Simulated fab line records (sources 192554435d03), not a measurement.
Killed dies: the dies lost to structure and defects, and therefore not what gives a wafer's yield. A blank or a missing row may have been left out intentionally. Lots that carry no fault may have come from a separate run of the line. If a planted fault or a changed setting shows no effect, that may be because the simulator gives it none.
fab line records ; flow n5-finfet
record lots=12; wafers=36; last-day=19
route steps=1938 shown BEOL_M4@1101 TV_OPEN@1888 PAD_METAL@1894 PASSIVATION@1926
lots that met no fault: from a run of the same line without faults
start-h: hours from the record's first day to the start of the lot's first wafer shown ; wait-h: hours from the lot's prior step to this one ; " repeats the value in the row above ; L1.1+2: one row covering several wafers at once ; - no value present, or no start provided ; * or withheld: withheld ; < > ~ a bound
route shown NAME@n: names a module that has steps shown in the file, with the first one's number in the route ; usual: average and standard deviation across the fault-free wafers ; same: alike in all rows ; chamber/n: place in a boat ; sites: each site's reading ; _std_site: the values' standard deviation ; _edge_site: the outer-site mean with the inner-site mean subtracted ; radius-mm: how far each site lies from the wafer's centre ; mask NAME#n: copy n ; behind: the tool/chamber that last shaped the wafer ; hold: why the lot went on hold/how many hours it stayed there/how the hold came to an end ; device: the n, p or np transistor that did not switch ; end of line: tests run on the same wafers once the route is complete ; step lacking rows: just its recipe ; killed: at the first sort, the dies lost to defects and structure; wafer yield is something else ; map: the dies of a wafer, with x for killed, . for not killed, _ for no die there
set.NAME: the setting that was run; set.NAME@STEP: the one run at that earlier step ; model.NAME: the simulator's own value behind a step, which no gauge read
the route's steps for a sample of lots (tables are steps, rows are wafers)
services: from which hour (start-h, from the record's first day; less than 0 if before it) a tool's chamber was out of use, for how many hours, and why
## steps
# step N5_BEOL_M4_ECD_50
# recipe material=Cu; target-thk-a=3000
lot.wafer;tool;chamber;start-h;wait-h
L751.1+3+6;ecd-cu-01;1,1,0;208.90;0.1
L753.1+4+5;ecd-cu-02;0,1,0;222.98;0.1
L755.1+3+4;ecd-cu-02;0,0,1;243.09;0.1
L756.1+4+6;ecd-cu-01;0;247.08;0.1
L757.1+4+6;ecd-cu-02;0,1,1;259.44;0.1
L758.1+3+4;ecd-cu-02;1,1,0;268.56;0.1
L759.3+4+6;ecd-cu-02;0,1,0;271.98;0.1
L760.2+4+6;ecd-cu-02;1,0,1;275.61;0.1
L765.1+3+6;ecd-cu-02;1,1,0;316.69;0.1
L769.1+2+6;ecd-cu-02;0,1,0;326.22;0.1
L770.1+4+6;ecd-cu-02;1,0,0;334.44;0.1
L773.2+4+5;ecd-cu-01;0,1,1;346.54;0.1
# step N5_PASSIVATION_VIA_ETCH_13
# recipe chemistry=CHF3/O2; target=SiO2; target-depth-a=6600; CHF3_flow_sccm=50; O2_flow_sccm=5; Ar_flow_sccm=200; time-s=330; mask-material=PR; pressure-mtorr=30; source-w=650; bias-w=170; ion-energy-ev=200; ends=cleared
# usual drypump-motor-current-A=5.8/0.48; etch-rf-on-time-s=234/3.9; oes-product-au=0.73/0.073; rf-fwd-power-W=648.2/1.9; rf-vpp-V=531/10; showerhead-plenum-p-Torr=2.41/0.11; throttle-valve-pct=19.0/0.31
lot.wafer;tool;chamber;start-h;wait-h;drypump-motor-current-A;etch-rf-on-time-s;oes-product-au;rf-fwd-power-W;rf-hours-counter-h;rf-vpp-V;showerhead-plenum-p-Torr;throttle-valve-pct
L751.1;rie-diel-02;1;300.52;0.0;6.6;234;0.76;649.9;63;542;2.53;18.7
L751.3;rie-diel-02;2;300.52;0.0;5.3;231;0.69;649.0;156;539;2.32;19.0
L751.6;rie-diel-02;2;300.52;0.0;5.3;233;0.70;649.1;-;538;2.32;19.0
L753.1;rie-diel-02;2;319.67;0.0;5.3;234;0.68;648.9;161;539;2.32;19.0
L753.4;rie-diel-02;0;319.67;0.0;6.2;239;0.80;646.3;-;524;2.47;18.3
L753.5;rie-diel-02;2;319.67;0.0;5.3;237;0.69;645.6;-;537;2.32;19.0
L755.1;rie-diel-02;0;342.81;0.0;6.1;230;0.79;649.2;35;525;2.47;18.4
L755.3;rie-diel-02;2;342.81;0.0;5.3;229;0.68;646.7;168;539;2.31;19.0
L755.4;rie-diel-02;1;342.81;0.0;6.6;237;0.73;647.2;75;542;2.53;18.8
L756.1;rie-diel-05;3;348.05;0.0;5.1;234;0.91;642.7;1;527;2.36;18.3
L756.4;rie-diel-05;2;348.05;0.0;6.0;239;0.65;649.9;192;517;2.49;19.4
L756.6;rie-diel-05;1;348.05;0.0;5.7;240;0.84;648.5;-;526;2.46;18.6
L757.1;rie-diel-02;3;355.91;0.0;5.2;229;0.75;648.3;92;524;2.43;19.2
L757.4;rie-diel-02;1;355.91;0.0;6.5;236;0.73;647.7;-;541;2.53;18.8
L757.6;rie-diel-02;2;355.91;0.0;5.2;233;0.69;651.1;-;538;2.31;19.0
L758.1;rie-diel-05;0;369.57;0.0;5.8;234;0.78;647.6;55;523;2.36;18.9
L758.3;rie-diel-05;2;369.57;0.0;6.0;232;0.64;647.2;199;520;2.49;19.4
L758.4;rie-diel-05;3;369.57;0.0;5.2;235;0.87;648.9;8;526;2.36;18.3
L760.2;rie-diel-02;1;374.82;0.0;6.5;236;0.73;648.7;85;541;2.52;18.8
L760.4;rie-diel-02;0;374.82;0.0;6.1;230;0.78;647.6;42;524;2.46;18.4
L760.6;rie-diel-02;1;374.82;0.0;6.6;240;0.73;648.8;-;541;2.52;18.8
L759.3;rie-diel-06;3;375.20;0.0;6.0;231;0.89;652.2;1;549;2.58;18.9
L759.4;rie-diel-06;0;375.20;0.0;5.2;234;0.65;650.6;190;520;2.20;19.2
L759.6;rie-diel-06;3;375.20;0.0;6.0;234;0.89;649.6;-;549;2.58;18.9
L765.1;rie-diel-02;1;420.75;0.0;6.6;235;0.72;645.4;99;542;2.52;18.8
L765.3;rie-diel-02;3;420.75;0.0;5.2;235;0.72;646.3;113;526;2.42;19.2
L765.6;rie-diel-02;0;420.75;0.0;6.1;234;0.76;646.5;-;524;2.46;18.4
L769.1;rie-diel-05;3;434.47;0.0;5.2;231;0.83;648.3;28;528;2.35;18.3
L769.2;rie-diel-05;1;434.47;0.0;5.7;232;0.80;648.8;47;525;2.45;18.7
L769.6;rie-diel-05;3;434.47;0.0;5.1;233;0.82;650.3;-;527;2.35;18.3
L770.1;rie-diel-06;2;439.00;0.0;6.1;236;0.72;650.3;95;530;2.42;19.1
L770.4;rie-diel-06;0;439.00;0.0;5.3;235;0.63;646.6;-;520;2.19;19.2
L770.6;rie-diel-06;2;439.00;0.0;6.1;239;0.73;649.9;-;530;2.42;19.1
L773.2;rie-diel-05;3;455.20;0.0;5.2;227;0.81;649.8;34;528;2.35;18.3
L773.4;rie-diel-05;0;455.20;0.0;5.8;233;0.75;650.8;81;523;2.35;18.9
L773.5;rie-diel-05;2;455.20;0.0;6.0;234;0.63;646.9;-;519;2.48;19.5
# step N5_PASSIVATION_PRE_CLEAN_19
# recipe gas=H2/He; time-s=*; temp-c=*
# usual heater-power-w=434/51
lot.wafer;tool;chamber;start-h;wait-h;heater-power-w
L751.1;pvd-sputter-02;-;301.11;0.0;466
L751.3;pvd-sputter-02;-;301.11;0.0;541
L751.6;pvd-sputter-02;-;301.11;0.0;439
L753.1;pvd-sputter-01;-;321.59;0.0;441
L753.4;pvd-sputter-01;-;321.59;0.0;409
L753.5;pvd-sputter-01;-;321.59;0.0;446
L755.1;pvd-sputter-02;-;343.67;0.0;391
L755.3;pvd-sputter-02;-;343.67;0.0;539
L755.4;pvd-sputter-02;-;343.67;0.0;396
L756.1;pvd-sputter-01;-;348.70;0.0;434
L756.4;pvd-sputter-01;-;348.70;0.0;413
L756.6;pvd-sputter-01;-;348.70;0.0;442
L757.1;pvd-sputter-03;-;357.21;0.0;389
L757.4;pvd-sputter-03;-;357.21;0.0;385
L757.6;pvd-sputter-03;-;357.21;0.0;388
L758.1;pvd-sputter-01;-;370.32;0.0;431
L758.3;pvd-sputter-01;-;370.32;0.0;498
L758.4;pvd-sputter-01;-;370.32;0.0;409
L760.2;pvd-sputter-02;-;375.51;0.0;385
L760.4;pvd-sputter-02;-;375.51;0.0;405
L760.6;pvd-sputter-02;-;375.51;0.0;462
L759.3;pvd-sputter-02;-;375.89;0.0;530
L759.4;pvd-sputter-02;-;375.89;0.0;393
L759.6;pvd-sputter-02;-;375.89;0.0;396
L765.1;pvd-sputter-03;-;421.73;0.0;367
L765.3;pvd-sputter-03;-;421.73;0.0;388
L765.6;pvd-sputter-03;-;421.73;0.0;371
L769.1;pvd-sputter-03;-;435.23;0.0;371
L769.2;pvd-sputter-03;-;435.23;0.0;477
L769.6;pvd-sputter-03;-;435.23;0.0;390
L770.1;pvd-sputter-03;-;439.57;0.0;377
L770.4;pvd-sputter-03;-;439.57;0.0;478
L770.6;pvd-sputter-03;-;439.57;0.0;397
L773.2;pvd-sputter-01;-;456.25;0.0;497
L773.4;pvd-sputter-01;-;456.25;0.0;435
L773.5;pvd-sputter-01;-;456.25;0.0;495
# step N5_PASSIVATION_OVL_MEAS_66
# recipe points-per-wafer=44
# usual PASS_OPEN_OVL=0/4.9
lot.wafer;tool;chamber;start-h;wait-h;PASS_OPEN_OVL[nm]
L751.1;overlay-02;0;303.75;0.0;-7
L751.3;overlay-02;0;303.75;0.0;-9
L751.6;overlay-02;0;303.75;0.0;-6
L753.1;overlay-02;0;324.52;0.0;6
L753.4;overlay-02;0;324.52;0.0;-5
L753.5;overlay-02;0;324.52;0.0;-1
L755.1;overlay-01;0;346.17;0.0;0
L755.3;overlay-01;0;346.17;0.0;-2
L755.4;overlay-01;0;346.17;0.0;10
L756.1;overlay-02;0;351.36;0.0;-1
L756.4;overlay-02;0;351.36;0.0;6
L756.6;overlay-02;0;351.36;0.0;-3
L757.1;overlay-02;0;359.79;0.0;-6
L757.4;overlay-02;0;359.79;0.0;-1
L757.6;overlay-02;0;359.79;0.0;6
L758.1;overlay-02;0;372.99;0.0;3
L758.3;overlay-02;0;372.99;0.0;2
L758.4;overlay-02;0;372.99;0.0;-1
L760.2;overlay-02;0;378.18;0.0;3
L760.4;overlay-02;0;378.18;0.0;-1
L760.6;overlay-02;0;378.18;0.0;-4
L759.3;overlay-01;0;378.49;0.0;7
L759.4;overlay-01;0;378.49;0.0;-5
L759.6;overlay-01;0;378.49;0.0;-1
L765.1;overlay-01;0;424.35;0.0;5
L765.3;overlay-01;0;424.35;0.0;-3
L765.6;overlay-01;0;424.35;0.0;6
L769.1;overlay-01;0;437.79;0.0;3
L769.2;overlay-01;0;437.79;0.0;-10
L769.6;overlay-01;0;437.79;0.0;-7
L770.1;overlay-01;0;442.03;0.0;3
L770.4;overlay-01;0;442.03;0.0;4
L770.6;overlay-01;0;442.03;0.0;11
L773.2;overlay-01;0;458.84;0.0;0
L773.4;overlay-01;0;458.84;0.0;3
L773.5;overlay-01;0;458.84;0.0;6
# step N5_PASSIVATION_PROBE_49
# usual defect-limited-yield=91.5/1.4; killed_at_M0_to_M3=34/11; killed_at_M4_up=15/6; killed-at-contacts=11/5.9; killed-at-front-end=37/11; killed-at-other=3.6/2.9; killed-dies=101/17; killed-on-rim=13/4; killed-open=66/12; killed-short=33/7.8; sort_bin_5_function=5.0/0.97; sort_bin_6_memory=3.2/0.65; sort_bin_8_speed=0.02/0.2; sort-n-pass=1079/17; sort-yield-pct=91.4/1.4
# same gross-dies=1180; killed-at-back-side=0; sort_bin_4_leakage[%]=0
lot.wafer;tool;chamber;start-h;wait-h;defect-limited-yield[%];killed_at_M0_to_M3;killed_at_M4_up;killed-at-contacts;killed-at-front-end;killed-at-other;killed-dies;killed-on-rim;killed-open;killed-short;sort_bin_5_function[%];sort_bin_6_memory[%];sort_bin_8_speed[%];sort-n-pass;sort-yield-pct[%]
L753.1;prober-01;-;327.62;0.0;92.5;24;6;2;52;4;88;10;56;28;4.2;3.0;0;1092;92.5
L753.4;prober-01;-;327.77;0.2;92.0;39;10;12;27;6;94;16;65;28;5.2;2.5;0;1086;92.0
L753.5;prober-01;-;327.82;0.2;91.6;33;11;11;36;8;99;12;70;26;5.3;2.7;0;1081;91.6
L757.1;prober-01;-;363.66;0.5;92.8;31;22;5;26;1;85;10;60;25;4.3;2.6;0;1095;92.8
L757.4;prober-01;-;363.81;0.6;89.8;39;46;10;21;4;120;15;84;35;6.5;3.1;0;1060;89.8
L757.6;prober-01;-;363.91;0.7;89.5;46;31;8;31;8;124;18;75;48;6.3;4.0;0;1056;89.5
L760.2;prober-01;-;381.43;0.1;89.9;31;9;15;62;2;119;12;89;29;6.9;3.0;0;1061;89.9
L760.4;prober-01;-;381.53;0.2;92.0;17;13;22;41;1;94;12;68;25;5.1;2.7;0;1086;92.0
L760.6;prober-01;-;381.63;0.3;89.3;48;13;15;50;0;126;20;85;38;6.4;3.6;0;1054;89.3
L765.1;prober-02;-;427.53;0.0;69.7;22;275;9;40;11;357;44;59;34;18.0;10.1;0;823;69.7
L765.3;prober-02;-;427.63;0.1;69.1;30;285;5;36;9;365;46;61;26;19.2;10.3;0;815;69.1
L765.6;prober-02;-;427.78;0.3;68.9;10;304;12;36;5;367;48;53;16;18.4;11.4;0;813;68.9
L769.1;prober-01;-;440.92;0.0;70.8;27;283;9;24;2;345;50;46;33;18.1;9.4;0.17;833;70.6
L769.2;prober-01;-;440.97;0.1;68.1;47;287;6;35;2;377;42;67;42;19.2;11.2;0;803;68.1
L769.6;prober-01;-;441.17;0.3;69.4;17;297;22;23;2;361;45;53;26;18.1;11.4;0;819;69.4
L770.1;prober-01;-;445.31;0.0;69.0;30;298;7;27;4;366;47;55;27;18.1;10.7;0;814;69.0
L770.4;prober-01;-;445.46;0.2;68.5;23;299;10;35;5;372;48;54;28;19.1;10.9;0;808;68.5
L770.6;prober-01;-;445.56;0.3;68.1;33;298;8;35;2;376;47;65;30;19.8;10.3;0;804;68.1
# killed by level:class
L753.1 STI_FIN_REVEAL:geometric-particle:open=13 DUMMY_GATE:geometric-particle:open=9 FIN_SAQP:geometric-particle:short=7 FIN_SAQP:geometric-particle:open=6 BEOL_M3:geometric-particle:open=6 BEOL_M0_SAQP:geometric-particle:open=6 STARTING-WAFER:geometric-particle:short=6 GATE_CUT:geometric-particle:short=5
L753.4 BEOL_M2:geometric-particle:open=14 MOL_CONTACT_COAG:geometric-particle:open=8 BEOL_M0_SAQP:geometric-particle:open=7 FIN_SAQP:geometric-particle:open=6 DUMMY_GATE:geometric-particle:open=6 BEOL_M3:geometric-particle:open=6 BEOL_M0_SAQP:geometric-particle:short=5 BEOL_M2:geometric-particle:short=4
L753.5 MOL_CONTACT_COAG:geometric-particle:open=11 DUMMY_GATE:geometric-particle:open=8 BEOL_M0_SAQP:geometric-particle:open=7 BEOL_M3:geometric-particle:open=7 FIN_SAQP:geometric-particle:short=6 BEOL_M1:geometric-particle:open=6 BEOL_M4:geometric-particle:open=6 FIN_SAQP:geometric-particle:open=5
L757.1 BEOL_M4:geometric-particle:open=12 BEOL_M3:geometric-particle:open=8 BEOL_M0_SAQP:geometric-particle:short=6 FIN_SAQP:geometric-particle:open=5 MOL_CONTACT_COAG:geometric-particle:open=5 ILD0:geometric-particle:short=4 BEOL_M2:geometric-particle:open=4 BEOL_M0:geometric-particle:open=4
L757.4 BEOL_M4:geometric-particle:open=22 BEOL_M0_SAQP:geometric-particle:open=13 MOL_CONTACT_COAG:geometric-particle:open=10 BEOL_M0_SAQP:geometric-particle:short=9 BEOL_M5:geometric-particle:open=9 BEOL_M4:geometric-particle:short=6 STI_FIN_REVEAL:geometric-particle:open=5 ILD0:geometric-particle:open=4
L757.6 BEOL_M4:geometric-particle:open=16 BEOL_M0_SAQP:geometric-particle:short=14 BEOL_M0_SAQP:geometric-particle:open=12 FIN_SAQP:geometric-particle:open=10 STARTING-WAFER:geometric-particle:short=7 PASS1_CAP:geometric-particle:short=7 BEOL_M3:geometric-particle:open=6 DUMMY_GATE:geometric-particle:open=5
L760.2 FIN_SAQP:geometric-particle:open=29 MOL_CONTACT_COAG:geometric-particle:open=13 FIN_SAQP:geometric-particle:short=8 BEOL_M3:geometric-particle:open=8 STI_FIN_REVEAL:geometric-particle:open=7 BEOL_M0_SAQP:geometric-particle:short=6 BEOL_M2:geometric-particle:open=6 BEOL_M5:geometric-particle:open=4
L760.4 MOL_CONTACT_COAG:geometric-particle:open=20 STI_FIN_REVEAL:geometric-particle:open=13 FIN_SAQP:geometric-particle:open=8 FIN_SAQP:geometric-particle:short=5 BEOL_M0_SAQP:geometric-particle:short=5 DUMMY_GATE:geometric-particle:open=4 BEOL_M3:geometric-particle:open=4 BEOL_M4:geometric-particle:open=4
L760.6 FIN_SAQP:geometric-particle:short=13 BEOL_M0_SAQP:geometric-particle:open=13 FIN_SAQP:geometric-particle:open=11 MOL_CONTACT_COAG:geometric-particle:open=11 BEOL_M3:geometric-particle:open=9 STI_FIN_REVEAL:geometric-particle:open=8 BEOL_M0_SAQP:geometric-particle:short=8 BEOL_M1:geometric-particle:open=8
L765.1 BEOL_M4:unspecified=263 FIN_SAQP:geometric-particle:short=14 STI_FIN_REVEAL:geometric-particle:open=9 MOL_CONTACT_COAG:geometric-particle:open=8 BEOL_M1:geometric-particle:open=8 FIN_SAQP:geometric-particle:open=7 BEOL_M2:geometric-particle:open=7 MIM_TOP_ETCH:geometric-particle:short=5
L765.3 BEOL_M4:unspecified=277 FIN_SAQP:geometric-particle:open=13 BEOL_M1:geometric-particle:open=9 BEOL_M2:geometric-particle:open=7 FIN_SAQP:geometric-particle:short=5 BEOL_M0_SAQP:geometric-particle:short=5 MIM_TOP_ETCH:geometric-particle:short=5 MOL_CONTACT_COAG:geometric-particle:open=4
L765.6 BEOL_M4:unspecified=298 FIN_SAQP:geometric-particle:open=12 MOL_CONTACT_COAG:geometric-particle:open=10 STI_FIN_REVEAL:geometric-particle:open=6 STARTING-WAFER:geometric-particle:short=4 FIN_CUT:geometric-particle:open=3 STI_FIN_REVEAL:geometric-particle:short=3 BEOL_M0_SAQP:geometric-particle:open=3
L769.1 BEOL_M4:unspecified=264 FIN_SAQP:geometric-particle:short=9 MOL_CONTACT_COAG:geometric-particle:open=8 BEOL_M4:geometric-particle:open=7 BEOL_M2:geometric-particle:open=6 BEOL_M5:geometric-particle:open=5 BEOL_M0_SAQP:geometric-particle:short=5 BEOL_M2:geometric-particle:short=5
L769.2 BEOL_M4:unspecified=267 BEOL_M0_SAQP:geometric-particle:short=15 BEOL_M0_SAQP:geometric-particle:open=14 STI_FIN_REVEAL:geometric-particle:open=11 FIN_SAQP:geometric-particle:short=8 BEOL_M4:geometric-particle:open=8 BEOL_M2:geometric-particle:open=7 BEOL_M1:geometric-particle:open=5
L769.6 BEOL_M4:unspecified=280 MOL_CONTACT_COAG:geometric-particle:open=16 BEOL_M4:geometric-particle:open=11 FIN_SAQP:geometric-particle:short=5 STI_FIN_REVEAL:geometric-particle:open=5 MOL_CONTACT_COAG:geometric-particle:short=5 BEOL_M0_SAQP:geometric-particle:short=4 BEOL_M0_SAQP:geometric-particle:open=3
L770.1 BEOL_M4:unspecified=283 BEOL_M2:geometric-particle:open=11 MOL_CONTACT_COAG:geometric-particle:open=7 FIN_SAQP:geometric-particle:open=5 STARTING-WAFER:geometric-particle:open=5 BEOL_M4:geometric-particle:open=5 BEOL_M0_SAQP:geometric-particle:short=4 BEOL_M1:geometric-particle:open=4
L770.4 BEOL_M4:unspecified=288 FIN_SAQP:geometric-particle:short=9 BEOL_M4:geometric-particle:open=9 STARTING-WAFER:geometric-particle:open=7 FIN_SAQP:geometric-particle:open=6 MOL_CONTACT_COAG:geometric-particle:open=6 BEOL_M0_SAQP:geometric-particle:short=6 GATE_CUT:geometric-particle:short=5
L770.6 BEOL_M4:unspecified=280 FIN_SAQP:geometric-particle:short=7 BEOL_M0_SAQP:geometric-particle:open=7 BEOL_M2:geometric-particle:open=7 BEOL_M4:geometric-particle:open=7 FIN_SAQP:geometric-particle:open=6 BEOL_M0:geometric-particle:open=6 MOL_CONTACT_COAG:geometric-particle:open=5
## services
tool;chamber;start-h;hours;kind
rie-diel-05;0;186.26;-;clean
rie-diel-05;0;186.26;-;consumable-replace:focus-ring
rie-diel-05;0;186.26;17.9;scheduled-down
ecd-cu-01;-;189.50;3.2;repair
rie-diel-06;1;192.14;6.6;repair
rie-diel-02;0;198.85;-;clean
rie-diel-02;0;198.85;-;consumable-replace:focus-ring
rie-diel-02;0;198.85;22.0;scheduled-down
rie-diel-02;0;198.85;22.0;vent-cycle
rie-diel-06;3;210.04;5.9;repair
rie-diel-05;-;215.11;2.8;pm
pvd-sputter-02;-;228.43;5.9;repair
ecd-cu-01;-;263.47;1.2;repair
ecd-cu-01;-;267.24;4.8;pm
rie-diel-06;-;299.45;1.1;repair
ecd-cu-02;-;299.59;0.7;repair
rie-diel-05;2;308.01;10.4;repair
ecd-cu-02;-;345.20;6.0;pm
rie-diel-02;0;347.03;9.0;repair
rie-diel-06;1;354.73;9.2;repair
ecd-cu-01;-;356.09;6.1;repair
pvd-sputter-02;-;382.94;2.5;repair
ecd-cu-01;-;392.52;1.2;repair
ecd-cu-02;-;398.13;13.8;pm
## key
first-sign step=N5_PASSIVATION_PROBE_49; reading=killed_at_M4_up; direction=up; sigmas=46; usual=15; struck=292
effect step=N5_PASSIVATION_PROBE_49; reading=defect-limited-yield; direction=down; sigmas=16; usual=91.5; struck=69.1
more-kills-born-at N5_BEOL_M4_ECD_50@ecd-cu-02=2500
met-at N5_BEOL_M4_ECD_50
struck-lots L765,L769,L770
not-acting-at N5_PASSIVATION_VIA_ETCH_13,N5_PASSIVATION_PRE_CLEAN_19,N5_PASSIVATION_OVL_MEAS_66
onset-between 275.61 316.69
fault kind=chamber-particle-source; tool=ecd-cu-02; chamber=-; onset-h=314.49; steps=N5_BEOL_M4_ECD_50; rate-per-visit-cm2=0.53637; end-h=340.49
